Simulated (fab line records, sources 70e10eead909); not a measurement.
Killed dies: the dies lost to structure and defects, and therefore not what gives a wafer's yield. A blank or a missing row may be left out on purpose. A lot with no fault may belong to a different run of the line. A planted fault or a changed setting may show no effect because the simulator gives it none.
Chamber matching + flow nandHarc + 4 sister chambers for NHARC_A_STAIRCASE_TRIM_187 on rieDiel-05
The step chemistry O2, time 211.2 s. 18 wafers are shown with their chamber, then 9 later ones without.

## WAFERS PAIRED WITH THEIR CHAMBERS
| wafer  | chamber | showerheadPlenumPTorr (Torr) | drypumpMotorCurrentA (A) | oesProductAu (a.u.) |
|--------|---------|------------------------------|--------------------------|---------------------|
| L082.2 | 3       | 3.40                         | 5.7                      | 0.977               |
| L082.5 | 1       | 3.37                         | 5.3                      | 1.000               |
| L082.6 | 2       | 3.67                         | 6.7                      | 1.000               |
| L084.2 | 0       | 3.45                         | 5.9                      | 0.990               |
| L084.4 | 1       | 3.37                         | 5.3                      | 1.000               |
| L084.5 | 2       | 3.67                         | 6.7                      | 0.986               |
| L084.1 | 2       | 3.67                         | 6.7                      | 0.994               |
| L084.3 | 3       | 3.40                         | 5.8                      | 0.998               |
| L084.6 | 1       | 3.37                         | 5.3                      | 0.996               |
| L086.2 | 0       | 3.45                         | 5.8                      | 0.996               |
| L086.3 | 1       | 3.36                         | 5.3                      | 0.999               |
| L086.4 | 2       | 3.67                         | 6.7                      | 0.996               |
| L093.2 | 3       | 3.39                         | 5.8                      | 0.976               |
| L093.4 | 0       | 3.44                         | 5.9                      | 0.994               |
| L093.6 | 3       | 3.39                         | 5.7                      | 0.984               |
| L093.1 | 2       | 3.66                         | 6.7                      | 1.002               |
| L093.3 | 1       | 3.36                         | 5.3                      | 0.997               |
| L093.5 | 0       | 3.44                         | 5.9                      | 0.996               |

SIGNATURES (means of the wafers above)
| reading               | chamber 0 | chamber 1 | chamber 2 | chamber 3 | scatter within a chamber |
|-----------------------|-----------|-----------|-----------|-----------|--------------------------|
| showerheadPlenumPTorr | 3.4450    | 3.3660    | 3.6680    | 3.3950    | 0.00535                  |
| drypumpMotorCurrentA  | 5.875     | 5.300     | 6.700     | 5.750     | 0.0354                   |
| oesProductAu          | 0.99400   | 0.99840   | 0.99560   | 0.98375   | 0.00598                  |
Rule: a wafer lies at a distance from a chamber equal to the root of the sum of squares, over the readings, of (its reading less the chamber's mean, divided by the reading's scatter). If the next closest chamber is less than 2 further off than the closest, the wafer can't be placed; otherwise it belongs to the closest. The scatter: the root of (the sum of the squares of (reading less its chamber's mean) over the shown wafers, divided by (wafers less chambers)).

## WAFERS WITHOUT THEIR CHAMBER
| wafer  | showerheadPlenumPTorr (Torr) | drypumpMotorCurrentA (A) | oesProductAu (a.u.) |
|--------|------------------------------|--------------------------|---------------------|
| L094.2 | 3.39                         | 5.7                      | 0.982               |
| L094.3 | 3.35                         | 5.3                      | 0.993               |
| L094.4 | 3.35                         | 5.3                      | 1.001               |
| L097.1 | 3.35                         | 5.3                      | 0.996               |
| L097.3 | 3.38                         | 5.7                      | 0.991               |
| L097.4 | 3.43                         | 5.8                      | 0.996               |
| L097.2 | 3.65                         | 6.7                      | 1.008               |
| L097.5 | 3.35                         | 5.3                      | 0.994               |
| L097.6 | 3.43                         | 5.9                      | 0.988               |

## WHICH CHAMBER EACH ONE RAN IN
| wafer  | from the rows above | in truth |
|--------|---------------------|----------|
| L094.2 | 3                   | 3        |
| L094.3 | 1                   | 1        |
| L094.4 | 1                   | 1        |
| L097.1 | 1                   | 1        |
| L097.3 | 3                   | 3        |
| L097.4 | 0                   | 0        |
| L097.2 | 2                   | 2        |
| L097.5 | 1                   | 1        |
| L097.6 | 0                   | 0        |
Correctly placed: 9 of 9. Not placeable from these rows: 0. Wrongly placed: 0.
